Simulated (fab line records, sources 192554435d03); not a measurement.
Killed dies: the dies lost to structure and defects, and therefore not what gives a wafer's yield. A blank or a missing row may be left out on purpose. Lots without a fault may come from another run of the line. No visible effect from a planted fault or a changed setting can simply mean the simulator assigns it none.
Split-lot trial    flow n5_finfet    7 lots, 21 wafers read, on a route of 1938 steps

## THE SPLIT ITSELF
At N5_BEOL_M5_EXPOSE_08 (exposes mask M5, target cd 28 nm), the setting dose_mj was moved away from the recipe's 35.75 on 6 of the 21 wafers read, by -4.7% to +7.4%. The other wafers ran this setting at the recipe's value.

## FROM THE SPLIT TO THE READING: what the file shows between them, 2 steps
- N5_BEOL_M5_PEB_09: peb time 60 s
- N5_BEOL_M5_DEVELOP_10: develop time 30 s

## THE READING
cd_nm at N5_BEOL_M5_CD_MEAS_11, given in nm (cd target 27.74 nm). Fault-free wafers of this fab line usually give 28.1 nm, standard deviation 0.3 nm.

wafer   tool, chamber at the split  dose_mj as run  against the recipe  cd_nm, nm  against lot-mates on the recipe
L075.1  euv_scanner-01, 0           35.75           recipe              27.7       -
L075.3  euv_scanner-01, 0           38.38           +7.4%               29.7       +1.9
L075.5  euv_scanner-01, 0           35.75           recipe              27.8       -
L074.2  euv_scanner-01, 0           34.73           -2.9%               27.3       -1.2
L074.5  euv_scanner-01, 0           35.75           recipe              28.5       -
L074.6  euv_scanner-01, 0           34.73           -2.9%               27.9       -0.6
L078.3  euv_scanner-01, 0           35.75           recipe              28.0       -
L078.5  euv_scanner-01, 0           35.75           recipe              28.4       -
L078.6  euv_scanner-01, 0           35.75           recipe              28.1       -
L080.2  euv_scanner-01, 0           37.67           +5.4%               29.0       +0.9
L080.4  euv_scanner-01, 0           35.75           recipe              28.2       -
L080.5  euv_scanner-01, 0           35.75           recipe              28.0       -
L084.1  euv_scanner-02, 0           35.75           recipe              27.9       -
L084.2  euv_scanner-02, 0           38.25           +7.0%               29.5       +1.3
L084.3  euv_scanner-02, 0           35.75           recipe              28.5       -
L086.1  euv_scanner-02, 0           35.75           recipe              27.5       -
L086.2  euv_scanner-02, 0           35.75           recipe              28.5       -
L086.4  euv_scanner-02, 0           35.75           recipe              28.0       -
L092.1  euv_scanner-02, 0           35.75           recipe              28.1       -
L092.3  euv_scanner-02, 0           34.06           -4.7%               27.4       -0.9
L092.4  euv_scanner-02, 0           35.75           recipe              28.4       -

THE FIT
A straight line over all 21 wafers: cd_nm changes by +0.19 nm for each +1% of dose_mj; r = +0.89; the points scatter about the line by 0.29 nm.
The same after taking each lot's own level away (the mean of its wafers on the recipe; 21 wafers): +0.221 nm for each +1%; r = +0.92; scatter 0.27 nm.
According to that fit, moving dose_mj by its largest amount changes the reading by 1.6 nm.
Across the lots, their own levels run from 27.75 to 28.50 nm, a range of 2.5 times the standard deviation given above.
So the slope is not independent of the lot-to-lot level: the two fits are not the same.
Check: +1.42 nm against its lot-mates is what the line predicts for one of the wafers moved furthest among these (+7.4%) when that wafer is left out of the fit. Against them it came out at +1.95 nm.

## THE WHOLE CHAIN: every reading that the file lists as answering this split, in the file's order
step                   what it does                                                 reading                                                         change (the file's fit)                r (the file's)
N5_BEOL_M5_CD_MEAS_11  target cd 27.74 nm                                           cd_nm                                                           +0.211 nm for each +1% of the setting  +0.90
N5_BEOL_M5_DESCUM_16   chemistry O2, time 7 s                                       BEOL_M5.cd_nm (the simulator's own value, which no gauge read)  +0.209 nm for each +1% of the setting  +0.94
N5_BEOL_M5_ETCH_72     etches underlayer in N2/H2, target depth 6.5 nm, time 5.2 s  BEOL_M5.cd_nm (the simulator's own value, which no gauge read)  +0.199 nm for each +1% of the setting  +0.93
N5_BEOL_M5_ETCH_61     etches SiARC in CF4, target depth 15.6 nm, time 26 s         BEOL_M5.cd_nm (the simulator's own value, which no gauge read)  +0.217 nm for each +1% of the setting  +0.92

## FILE'S OWN FIT
cd_nm changes by +0.211 nm for each +1% of dose_mj, r = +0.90.
